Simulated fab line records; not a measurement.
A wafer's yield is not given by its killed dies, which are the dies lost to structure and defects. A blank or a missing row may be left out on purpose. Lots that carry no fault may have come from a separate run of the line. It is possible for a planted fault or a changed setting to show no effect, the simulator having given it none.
Struck lot and sound lot, side by side + flow nand harc + 14 out of 1302 route steps
Sound: the wafers L769.4, L769.5, L769.6. Wafers struck: L766.1, L766.2, L766.4. The cause is named last.
Each step with rows lists, per side, the tool, then ch with its chambers, then its first start. Under that, the readings that differ: sound wafers + struck wafers + difference of the means + sigmas: that difference in standard deviations of wafers without a fault.
alike: words and numbers the same on both sides, and readings whose means are apart by under 2 such deviations; not compared: readings that were withheld, readings missing a value for some wafer, numbers with overlapping values and no deviation given by the record, and bounds like >300 which may hide the same value.
The two part at a step that has a row with sigmas, a row that says differs or no value, or rows on one side only. When numbers do not overlap yet have no deviation, they are printed without sigmas and do not part them. A reading missing from all wafers of one side parts the sides only when that side holds two or more wafers.

NHARC_A_DECK1_JOINT_ETCHBACK_00: etches the open film in HBr, target depth 30 nm, time 17.4 s.
  sound on rie si-01 ch 1,2, day 19 09:55; struck on rie si-01 ch 0,1,3, day 18 03:22
  alike: chamber pressure mTorr, drypump motor current A, oes product au, throttle valve pct
  not compared: rf hours counter h
then, 8 steps without rows for these wafers: NHARC_A_DECK1_JOINT_PRECLEAN_30 (cleans in SC1); NHARC_A_DECK1_JOINT_SRD_31; NHARC_A_DECK1_JOINT_CVD_34 (deposits SiNx, target thk 20 nm); NHARC_A_DECK1_JOINT_DEP_06 (deposits SiOx, target thk 80 nm); NHARC_A_DECK1_JOINT_CURE_26 (time 32 s); NHARC_A_DECK1_JOINT_ANNEAL_27 (time 3600 s); NHARC_A_DECK1_JOINT_ANNEAL_28 (time 1800 s); NHARC_A_DECK1_JOINT_ANNEAL_29 (time 1800 s).
NHARC_A_DECK1_JOINT_CMP_02: polishes SiOx.
  sound on cmp-03 ch 0,1,2, day 20 12:37; struck on cmp-01 ch 0,1,3, day 19 05:31
  alike: motor current A, retaining ring pressure frac
following that, these wafers have no rows for 1 step: NHARC_A_DECK1_JOINT_SRD_15.
NHARC_A_DECK1_JOINT_DEP_16: deposits SiO2, target thk 45 nm.
  sound on pecvd-01 ch 0,1,2, day 20 13:04; struck on pecvd-02 ch 1,2, day 19 05:53
| reading            | sound             | struck            | difference | sigmas |
|--------------------|-------------------|-------------------|------------|--------|
| rf fwd power W (W) | 899.4 892.9 897.2 | 791.8 785.5 789.8 | -107.5     | -37    |
  alike: heater power w, throttle valve pct
NHARC_A_DECK1_JOINT_THK_MEAS_17: measures by ellipsometry.
  sound on film metro-01 at day 20 13:16; struck on film metro-02 at day 19 06:10
| reading     | sound          | struck         | difference | sigmas |
|-------------|----------------|----------------|------------|--------|
| thk nm (nm) | 46.5 45.5 45.8 | 41.6 40.4 45.1 | -3.6       | -3     |
-- jump in the record: it breaks off in module A_DECK1_JOINT and resumes in module END (first step shown: number 1302 of the route), and 12 days separate the struck wafers' starts before and after --
NHARC_END_SORT_01:
  sound on prober-01 ch 0, day 32 03:26; struck on prober-02 ch 0, day 31 11:43
| reading             | sound | struck | difference | sigmas |
|---------------------|-------|--------|------------|--------|
| killed at periphery | 2 0 3 | 9 9 8  | +7         | +3     |
  alike: killed at array, killed at other, killed dies, killed open, killed short

## WHERE THEY PART
First at NHARC_A_DECK1_JOINT_DEP_16; last, within this record, at NHARC_END_SORT_01.

WHY: what the simulator had put in
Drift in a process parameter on pecvd-02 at NHARC_A_DECK1_JOINT_DEP_16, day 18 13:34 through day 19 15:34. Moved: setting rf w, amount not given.
